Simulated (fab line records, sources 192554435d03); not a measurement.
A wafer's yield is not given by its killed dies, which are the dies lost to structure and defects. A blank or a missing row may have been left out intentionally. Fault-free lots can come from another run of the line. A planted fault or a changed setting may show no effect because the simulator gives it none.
Which tool was responsible? + flow n5-finfet + Sampling: 24 lots, 72 wafers, 6 of 1938 route steps

## WHAT THE GAUGES SHOWED, per wafer
N5_BEOL_M13_OVL_MEAS_11. Usual: V12_OVL typically reads 6 nm, with standard deviation 5.4.
| lot  | measured     | on         | V12_OVL (nm) | flag |
|------|--------------|------------|--------------|------|
| L074 | day 10 18:15 | overlay-01 | 6 13 4       |      |
| L076 | day 11 02:28 | overlay-02 | 7 7 12       |      |
| L075 | day 11 03:44 | overlay-02 | 15 15 13     |      |
| L077 | day 11 11:19 | overlay-01 | 0 7 4        |      |
| L078 | day 11 15:12 | overlay-02 | -1 -3 7      |      |
| L079 | day 11 18:07 | overlay-01 | 13 0 14      |      |
| L081 | day 12 14:46 | overlay-01 | 0 -3 4       |      |
| L080 | day 12 23:15 | overlay-02 | 6 3 2        |      |
| L082 | day 13 04:04 | overlay-02 | 4 10 3       |      |
| L083 | day 13 15:47 | overlay-01 | 12 12 12     |      |
| L084 | day 13 16:53 | overlay-02 | 12 7 12      |      |
| L086 | day 13 17:02 | overlay-02 | 10 5 14      |      |
| L085 | day 14 00:53 | overlay-02 | 3 3 -5       |      |
| L087 | day 14 12:43 | overlay-01 | -1 -3 -3     |      |
| L090 | day 15 05:10 | overlay-01 | 3 5 0        |      |
| L088 | day 15 05:38 | overlay-02 | 14 13 13     |      |
| L091 | day 15 05:58 | overlay-01 | 11 4 8       |      |
| L089 | day 15 11:32 | overlay-02 | 0 5 8        |      |
| L093 | day 16 02:08 | overlay-02 | 6 4 9        |      |
| L092 | day 16 03:10 | overlay-02 | 1 4 4        |      |
| L094 | day 16 03:41 | overlay-02 | 0 3 7        |      |
| L095 | day 16 14:16 | overlay-02 | 6 14 4       |      |
| L096 | day 17 12:14 | overlay-01 | 1 7 13       |      |
| L097 | day 17 14:09 | overlay-02 | 9 6 7        |      |

## TOOL THAT RAN EACH LOT (tool first, then ch and the chambers of the sampled wafers, then the start)
| lot  | N5_BEOL_M11_DEP_56              | N5_BEOL_M12_VIA_ETCH_16            | N5_BEOL_M12_STRIP_37                 | N5_BEOL_M12_SPUTTER_44       | N5_BEOL_M12_SPUTTER_45       |
|------|---------------------------------|------------------------------------|--------------------------------------|------------------------------|------------------------------|
| L074 | pecvd-01 ch 0,2, day 10 13:17   | rie-diel-06 ch 0,3, day 10 14:11   | plasma-asher-02 ch 0,1, day 10 15:52 | pvd-sputter-02, day 10 16:23 | pvd-sputter-02, day 10 16:28 |
| L076 | pecvd-04 ch 0,1,2, day 10 20:34 | rie-diel-02 ch 0,2,3, day 10 21:35 | plasma-asher-02 ch 0,1, day 10 23:16 | pvd-sputter-02, day 11 00:48 | pvd-sputter-02, day 11 00:53 |
| L075 | pecvd-04 ch 0,1,2, day 10 22:45 | rie-diel-05 ch 0,3, day 10 23:35   | plasma-asher-01 ch 0,1, day 11 01:10 | pvd-sputter-01, day 11 01:54 | pvd-sputter-01, day 11 01:59 |
| L077 | pecvd-03 ch 1,2, day 11 06:11   | rie-diel-06 ch 1,2,3, day 11 06:58 | plasma-asher-02 ch 0,1, day 11 08:22 | pvd-sputter-01, day 11 09:31 | pvd-sputter-01, day 11 09:36 |
| L078 | pecvd-04 ch 0,1, day 11 10:47   | rie-diel-06 ch 0,1, day 11 11:31   | plasma-asher-01 ch 0,1, day 11 13:02 | pvd-sputter-01, day 11 13:34 | pvd-sputter-01, day 11 13:39 |
| L079 | pecvd-03 ch 0,1,2, day 11 12:13 | rie-diel-05 ch 1,2,3, day 11 13:05 | plasma-asher-01 ch 0,1, day 11 14:28 | pvd-sputter-03, day 11 16:29 | pvd-sputter-03, day 11 16:34 |
| L081 | pecvd-03 ch 0,1,2, day 12 04:13 | rie-diel-06 ch 1,2,3, day 12 05:28 | plasma-asher-02 ch 0,1, day 12 07:02 | pvd-sputter-03, day 12 13:10 | pvd-sputter-03, day 12 13:15 |
| L080 | pecvd-03 ch 0,1, day 12 07:25   | rie-diel-02 ch 2,3, day 12 08:10   | plasma-asher-01 ch 0,1, day 12 09:37 | pvd-sputter-03, day 12 21:07 | pvd-sputter-03, day 12 21:12 |
| L082 | pecvd-03 ch 0,2, day 12 21:17   | rie-diel-06 ch 2,3, day 12 22:08   | plasma-asher-01 ch 0,1, day 12 23:56 | pvd-sputter-01, day 13 02:20 | pvd-sputter-01, day 13 02:25 |
| L083 | pecvd-03 ch 0,1, day 13 06:07   | rie-diel-05 ch 0,1,2, day 13 06:50 | plasma-asher-01 ch 0,1, day 13 08:23 | pvd-sputter-01, day 13 13:41 | pvd-sputter-01, day 13 13:46 |
| L084 | pecvd-03 ch 1,2, day 13 07:16   | rie-diel-05 ch 0,2,3, day 13 08:04 | plasma-asher-01 ch 0,1, day 13 09:26 | pvd-sputter-01, day 13 14:00 | pvd-sputter-01, day 13 14:05 |
| L086 | pecvd-04 ch 1,2, day 13 08:58   | rie-diel-02 ch 1,2,3, day 13 09:43 | plasma-asher-02 ch 0,1, day 13 11:15 | pvd-sputter-03, day 13 14:16 | pvd-sputter-03, day 13 14:20 |
| L085 | pecvd-04 ch 1,2, day 13 19:03   | rie-diel-05 ch 1,2, day 13 19:55   | plasma-asher-01 ch 0,1, day 13 21:17 | pvd-sputter-01, day 13 22:50 | pvd-sputter-01, day 13 22:55 |
| L087 | pecvd-03 ch 0,1,2, day 14 06:43 | rie-diel-06 ch 2,3, day 14 07:44   | plasma-asher-02 ch 0,1, day 14 09:06 | pvd-sputter-03, day 14 11:01 | pvd-sputter-03, day 14 11:06 |
| L090 | pecvd-04 ch 0,1, day 15 00:26   | rie-diel-06 ch 0,1,3, day 15 01:11 | plasma-asher-02 ch 0,1, day 15 02:43 | pvd-sputter-02, day 15 03:14 | pvd-sputter-02, day 15 03:19 |
| L088 | pecvd-03 ch 0,1, day 15 00:43   | rie-diel-06 ch 0,1,2, day 15 01:35 | plasma-asher-01 ch 0,1, day 15 03:05 | pvd-sputter-02, day 15 03:53 | pvd-sputter-02, day 15 03:58 |
| L091 | pecvd-01 ch 0,2, day 15 00:52   | rie-diel-02 ch 0,3, day 15 01:57   | plasma-asher-01 ch 0,1, day 15 03:32 | pvd-sputter-02, day 15 04:14 | pvd-sputter-02, day 15 04:19 |
| L089 | pecvd-04 ch 1,2, day 15 03:46   | rie-diel-02 ch 0,1, day 15 04:46   | plasma-asher-02 ch 0,1, day 15 06:19 | pvd-sputter-01, day 15 09:26 | pvd-sputter-01, day 15 09:31 |
| L093 | pecvd-03 ch 0,1,2, day 15 14:44 | rie-diel-05 ch 0,1,3, day 15 15:52 | plasma-asher-01 ch 0,1, day 15 17:51 | pvd-sputter-01, day 16 00:31 | pvd-sputter-01, day 16 00:35 |
| L092 | pecvd-04 ch 0,1,2, day 15 16:53 | rie-diel-05 ch 0,1,3, day 15 17:48 | plasma-asher-02 ch 0,1, day 15 19:43 | pvd-sputter-01, day 16 01:33 | pvd-sputter-01, day 16 01:38 |
| L094 | pecvd-01 ch 1,2, day 15 17:25   | rie-diel-05 ch 1,2,3, day 15 18:52 | plasma-asher-01 ch 0,1, day 15 20:23 | pvd-sputter-01, day 16 01:55 | pvd-sputter-01, day 16 01:59 |
| L095 | pecvd-01 ch 0,1,2, day 16 07:55 | rie-diel-05 ch 0,1,2, day 16 08:39 | plasma-asher-01 ch 0,1, day 16 10:17 | pvd-sputter-03, day 16 12:31 | pvd-sputter-03, day 16 12:36 |
| L096 | pecvd-01 ch 0,1, day 17 01:14   | rie-diel-05 ch 0,1,3, day 17 02:13 | plasma-asher-01 ch 0,1, day 17 03:43 | pvd-sputter-01, day 17 09:46 | pvd-sputter-01, day 17 09:50 |
| L097 | pecvd-03 ch 0,2, day 17 02:11   | rie-diel-05 ch 1,2,3, day 17 02:59 | plasma-asher-01 ch 0,1, day 17 04:34 | pvd-sputter-03, day 17 12:25 | pvd-sputter-03, day 17 12:30 |
- N5_BEOL_M11_DEP_56: deposits SiCN from 3MS/NH3, target thk 30 nm, time 10.5 s.
- N5_BEOL_M12_VIA_ETCH_16: etches SiOC in C4F8/O2/Ar, target depth 724.8 nm.
- N5_BEOL_M12_STRIP_37: strips in N2/H2.
- N5_BEOL_M12_SPUTTER_44: material Ta, target thk 10 nm, time 16.13 s.
- N5_BEOL_M12_SPUTTER_45: material Cu, target thk 80 nm, time 13.33 s.

## AS READ BY THE TOOLS THEMSELVES (means over the sampled wafers that have a number; for cases with no such wafer, the mark the record gives instead)
N5_BEOL_M11_DEP_56. Usual: chamber-pressure-Torr 3.001 Torr, standard deviation 0.0065; showerhead-plenum-p-Torr 4.188 Torr, standard deviation 0.021; throttle-valve-pct 18.0 %, standard deviation 0.93.
| lot  | tool     | chamber-pressure-Torr (Torr) | showerhead-plenum-p-Torr (Torr) | throttle-valve-pct (%) | flag |
|------|----------|------------------------------|---------------------------------|------------------------|------|
| L074 | pecvd-01 | 2.994                        | 4.204                           | 17.2                   |      |
| L076 | pecvd-04 | 3.001                        | 4.179                           | 18.1                   |      |
| L075 | pecvd-04 | 2.997                        | 4.180                           | 18.2                   |      |
| L077 | pecvd-03 | 2.998                        | 4.197                           | 17.5                   |      |
| L078 | pecvd-04 | 2.999                        | 4.184                           | 18.1                   |      |
| L079 | pecvd-03 | 2.997                        | 4.190                           | 17.5                   |      |
| L081 | pecvd-03 | 3.006                        | 4.193                           | 17.5                   |      |
| L080 | pecvd-03 | 3.000                        | 4.200                           | 17.3                   |      |
| L082 | pecvd-03 | 3.003                        | 4.205                           | 17.5                   |      |
| L083 | pecvd-03 | 3.005                        | 4.192                           | 17.4                   |      |
| L084 | pecvd-03 | 3.010                        | 4.193                           | 17.6                   |      |
| L086 | pecvd-04 | 2.999                        | 4.197                           | 18.7                   |      |
| L085 | pecvd-04 | 3.006                        | 4.178                           | 18.3                   |      |
| L087 | pecvd-03 | 3.001                        | 4.194                           | 17.5                   |      |
| L090 | pecvd-04 | 2.997                        | 4.180                           | 18.2                   |      |
| L088 | pecvd-03 | 3.006                        | 4.183                           | 17.7                   |      |
| L091 | pecvd-01 | 3.000                        | 4.178                           | 17.5                   |      |
| L089 | pecvd-04 | 2.998                        | 4.187                           | 18.7                   |      |
| L093 | pecvd-03 | 2.999                        | 4.189                           | 17.4                   |      |
| L092 | pecvd-04 | 3.008                        | 4.172                           | 18.2                   |      |
| L094 | pecvd-01 | 2.998                        | 4.208                           | 18.2                   |      |
| L095 | pecvd-01 | 3.007                        | 4.192                           | 18.7                   |      |
| L096 | pecvd-01 | 3.004                        | 4.168                           | 18.9                   |      |
| L097 | pecvd-03 | 3.002                        | 4.203                           | 17.6                   |      |

N5_BEOL_M12_VIA_ETCH_16. Usual: O2_flow_sccm 8.000 sccm, standard deviation 0.023; drypump-motor-current-A 5.8 A, standard deviation 0.62; he-outer-torr 30.00 Torr, standard deviation 0.064; oes-product-au 0.73 a.u., standard deviation 0.078; rf-vpp-V 664 V, standard deviation 3.2; showerhead-plenum-p-Torr 3.37 Torr, standard deviation 0.11; throttle-valve-pct 24.11 %, standard deviation 0.24.
| lot  | tool        | O2_flow_sccm (sccm) | drypump-motor-current-A (A) | he-outer-torr (Torr) | oes-product-au (a.u.) | rf-vpp-V (V) | showerhead-plenum-p-Torr (Torr) | throttle-valve-pct (%) | flag |
|------|-------------|---------------------|-----------------------------|----------------------|-----------------------|--------------|---------------------------------|------------------------|------|
| L074 | rie-diel-06 | 7.996               | 5.9                         | 30.00                | 0.63                  | 666          | 3.43                            | 24.45                  |      |
| L076 | rie-diel-02 | 8.005               | 5.8                         | 30.06                | 0.69                  | 663          | 3.35                            | 24.27                  |      |
| L075 | rie-diel-05 | 8.000               | 5.3                         | 29.99                | 0.72                  | 662          | 3.32                            | 23.85                  |      |
| L077 | rie-diel-06 | 7.996               | 6.2                         | 30.01                | 0.76                  | 667          | 3.49                            | 24.15                  |      |
| L078 | rie-diel-06 | 8.004               | 5.6                         | 29.97                | 0.75                  | 667          | 3.49                            | 24.14                  |      |
| L079 | rie-diel-05 | 8.009               | 6.0                         | 29.98                | 0.71                  | 663          | 3.35                            | 24.05                  |      |
| L081 | rie-diel-06 | 7.986               | 6.2                         | 29.94                | 0.75                  | 668          | 3.49                            | 24.16                  |      |
| L080 | rie-diel-02 | 7.988               | 6.1                         | 29.93                | 0.81                  | 664          | 3.35                            | 24.23                  |      |
| L082 | rie-diel-06 | 8.006               | 6.4                         | 30.05                | 0.68                  | 666          | 3.45                            | 24.33                  |      |
| L083 | rie-diel-05 | 7.999               | 6.3                         | 30.00                | 0.69                  | 663          | 3.32                            | 24.13                  |      |
| L084 | rie-diel-05 | 8.001               | 5.8                         | 30.03                | 0.68                  | 663          | 3.32                            | 24.01                  |      |
| L086 | rie-diel-02 | 7.986               | 5.9                         | 29.99                | 0.75                  | 663          | 3.34                            | 24.09                  |      |
| L085 | rie-diel-05 | 7.979               | 6.4                         | 30.02                | 0.71                  | 663          | 3.34                            | 24.18                  |      |
| L087 | rie-diel-06 | 7.999               | 6.4                         | 30.04                | 0.67                  | 667          | 3.44                            | 24.35                  |      |
| L090 | rie-diel-06 | 8.011               | 5.8                         | 30.01                | 0.75                  | 669          | 3.58                            | 24.21                  |      |
| L088 | rie-diel-06 | 7.993               | 5.7                         | 30.01                | 0.79                  | 669          | 3.52                            | 24.15                  |      |
| L091 | rie-diel-02 | 8.012               | 5.7                         | 29.98                | 0.79                  | 664          | 3.35                            | 24.16                  |      |
| L089 | rie-diel-02 | 7.983               | 5.2                         | 30.04                | 0.73                  | 662          | 3.32                            | 24.00                  |      |
| L093 | rie-diel-05 | 8.019               | 5.8                         | 29.93                | 0.70                  | 662          | 3.30                            | 24.02                  |      |
| L092 | rie-diel-05 | 7.994               | 5.8                         | 30.00                | 0.70                  | 661          | 3.30                            | 24.02                  |      |
| L094 | rie-diel-05 | 8.021               | 6.0                         | 30.00                | 0.77                  | 662          | 3.33                            | 23.97                  |      |
| L095 | rie-diel-05 | 8.003               | 6.3                         | 30.00                | 0.75                  | 662          | 3.31                            | 24.05                  |      |
| L096 | rie-diel-05 | 7.993               | 5.7                         | 30.05                | 0.69                  | 663          | 3.30                            | 24.02                  |      |
| L097 | rie-diel-05 | 7.987               | 6.0                         | 30.05                | 0.75                  | 662          | 3.33                            | 24.00                  |      |

N5_BEOL_M12_STRIP_37. Usual: drypump-motor-current-A 5.6 A, standard deviation 0.31; heater-power-w 351 W, standard deviation 24; oes-product-au 0.789 a.u., standard deviation 0.0097.
| lot  | tool            | drypump-motor-current-A (A) | heater-power-w (W) | oes-product-au (a.u.) | flag |
|------|-----------------|-----------------------------|--------------------|-----------------------|------|
| L074 | plasma-asher-02 | 5.5                         | 324                | 0.784                 |      |
| L076 | plasma-asher-02 | 5.3                         | 317                | 0.793                 |      |
| L075 | plasma-asher-01 | 5.7                         | 370                | 0.798                 |      |
| L077 | plasma-asher-02 | 5.3                         | 321                | 0.798                 |      |
| L078 | plasma-asher-01 | 5.7                         | 361                | 0.794                 |      |
| L079 | plasma-asher-01 | 5.7                         | 363                | 0.791                 |      |
| L081 | plasma-asher-02 | 5.3                         | 323                | 0.786                 |      |
| L080 | plasma-asher-01 | 5.7                         | 366                | 0.787                 |      |
| L082 | plasma-asher-01 | 5.7                         | 365                | 0.798                 |      |
| L083 | plasma-asher-01 | 5.7                         | 364                | 0.793                 |      |
| L084 | plasma-asher-01 | 5.8                         | 365                | 0.787                 |      |
| L086 | plasma-asher-02 | 5.3                         | 327                | 0.786                 |      |
| L085 | plasma-asher-01 | 5.8                         | 367                | 0.782                 |      |
| L087 | plasma-asher-02 | 5.5                         | 328                | 0.779                 |      |
| L090 | plasma-asher-02 | 5.5                         | 324                | 0.798                 |      |
| L088 | plasma-asher-01 | 5.7                         | 366                | 0.778                 |      |
| L091 | plasma-asher-01 | 5.7                         | 368                | 0.789                 |      |
| L089 | plasma-asher-02 | 5.3                         | 319                | 0.793                 |      |
| L093 | plasma-asher-01 | 5.7                         | 363                | 0.784                 |      |
| L092 | plasma-asher-02 | 5.5                         | 334                | 0.794                 |      |
| L094 | plasma-asher-01 | 5.9                         | 370                | 0.784                 |      |
| L095 | plasma-asher-01 | 5.7                         | 358                | 0.780                 |      |
| L096 | plasma-asher-01 | 5.7                         | 362                | 0.788                 |      |
| L097 | plasma-asher-01 | 5.7                         | 370                | 0.792                 |      |

N5_BEOL_M12_SPUTTER_44. Usual: substrate-temp-c 50.01 C, standard deviation 0.1; throttle-valve-pct 30.1 %, standard deviation 1.1.
| lot  | tool           | substrate-temp-c (C) | throttle-valve-pct (%) | flag |
|------|----------------|----------------------|------------------------|------|
| L074 | pvd-sputter-02 | 49.92                | 29.9                   |      |
| L076 | pvd-sputter-02 | 50.04                | 29.5                   |      |
| L075 | pvd-sputter-01 | 50.07                | 29.6                   |      |
| L077 | pvd-sputter-01 | 49.97                | 30.3                   |      |
| L078 | pvd-sputter-01 | 50.00                | 31.1                   |      |
| L079 | pvd-sputter-03 | 50.04                | 30.5                   |      |
| L081 | pvd-sputter-03 | 50.05                | 30.2                   |      |
| L080 | pvd-sputter-03 | 50.09                | 30.5                   |      |
| L082 | pvd-sputter-01 | 50.14                | 30.9                   |      |
| L083 | pvd-sputter-01 | 49.95                | 30.6                   |      |
| L084 | pvd-sputter-01 | 49.97                | 30.7                   |      |
| L086 | pvd-sputter-03 | 50.07                | 30.5                   |      |
| L085 | pvd-sputter-01 | 50.04                | 30.8                   |      |
| L087 | pvd-sputter-03 | 49.96                | 30.5                   |      |
| L090 | pvd-sputter-02 | 50.04                | 29.6                   |      |
| L088 | pvd-sputter-02 | 50.00                | 28.8                   |      |
| L091 | pvd-sputter-02 | 50.00                | 30.5                   |      |
| L089 | pvd-sputter-01 | 50.03                | 30.3                   |      |
| L093 | pvd-sputter-01 | 50.14                | 29.4                   |      |
| L092 | pvd-sputter-01 | 50.03                | 30.8                   |      |
| L094 | pvd-sputter-01 | 49.96                | 29.7                   |      |
| L095 | pvd-sputter-03 | 50.01                | 30.6                   |      |
| L096 | pvd-sputter-01 | 50.02                | 30.0                   |      |
| L097 | pvd-sputter-03 | 49.86                | 30.3                   |      |

N5_BEOL_M12_SPUTTER_45. Usual: chuck-gas-flow-sccm 1.26 sccm, standard deviation 0.05; substrate-temp-c -20.01 C, standard deviation 0.1; throttle-valve-pct 30.1 %, standard deviation 1.1.
| lot  | tool           | chuck-gas-flow-sccm (sccm) | substrate-temp-c (C) | throttle-valve-pct (%) | flag |
|------|----------------|----------------------------|----------------------|------------------------|------|
| L074 | pvd-sputter-02 | 1.25                       | -19.98               | 30.0                   |      |
| L076 | pvd-sputter-02 | 1.25                       | -20.03               | 29.5                   |      |
| L075 | pvd-sputter-01 | 1.30                       | -20.02               | 29.5                   |      |
| L077 | pvd-sputter-01 | 1.23                       | -20.11               | 30.3                   |      |
| L078 | pvd-sputter-01 | 1.22                       | -20.06               | 31.2                   |      |
| L079 | pvd-sputter-03 | 1.27                       | -20.02               | 30.6                   |      |
| L081 | pvd-sputter-03 | 1.24                       | -19.96               | 29.9                   |      |
| L080 | pvd-sputter-03 | 1.35                       | -19.97               | 30.4                   |      |
| L082 | pvd-sputter-01 | 1.30                       | -19.99               | 30.7                   |      |
| L083 | pvd-sputter-01 | 1.27                       | -19.84               | 30.5                   |      |
| L084 | pvd-sputter-01 | 1.26                       | -20.02               | 30.6                   |      |
| L086 | pvd-sputter-03 | 1.26                       | -20.01               | 30.4                   |      |
| L085 | pvd-sputter-01 | 1.23                       | -19.96               | 30.7                   |      |
| L087 | pvd-sputter-03 | 1.24                       | -19.88               | 30.3                   |      |
| L090 | pvd-sputter-02 | 1.27                       | -20.02               | 29.5                   |      |
| L088 | pvd-sputter-02 | 1.26                       | -20.00               | 28.9                   |      |
| L091 | pvd-sputter-02 | 1.27                       | -20.05               | 30.7                   |      |
| L089 | pvd-sputter-01 | 1.24                       | -19.98               | 30.4                   |      |
| L093 | pvd-sputter-01 | 1.26                       | -19.98               | 29.2                   |      |
| L092 | pvd-sputter-01 | 1.25                       | -20.00               | 31.0                   |      |
| L094 | pvd-sputter-01 | 1.25                       | -20.04               | 29.8                   |      |
| L095 | pvd-sputter-03 | 1.27                       | -19.94               | 30.5                   |      |
| L096 | pvd-sputter-01 | 1.27                       | -20.01               | 30.1                   |      |
| L097 | pvd-sputter-03 | 1.21                       | -20.04               | 30.3                   |      |

## THE ANSWER, worked out from the rows above alone
Rule: take the mean of a lot's wafers that have a number; if it is more than 3 standard deviations from the usual mean, the lot is off. Also off: a lot with no number at a reading for which 4 or more lots have one. Where the step has rows for the other lots, those lots are counted as sound. Order of review: gauges by route order, followed by the tools' own readings, for which a lot's mean as printed above is used. The first step at which some lot is off is used, and at that step the reading that is off furthest; a lot without a number counts as furthest.
Nothing can be told from this: no lot is off at any reading shown.

## WHAT THE SIMULATOR HAD PUT IN
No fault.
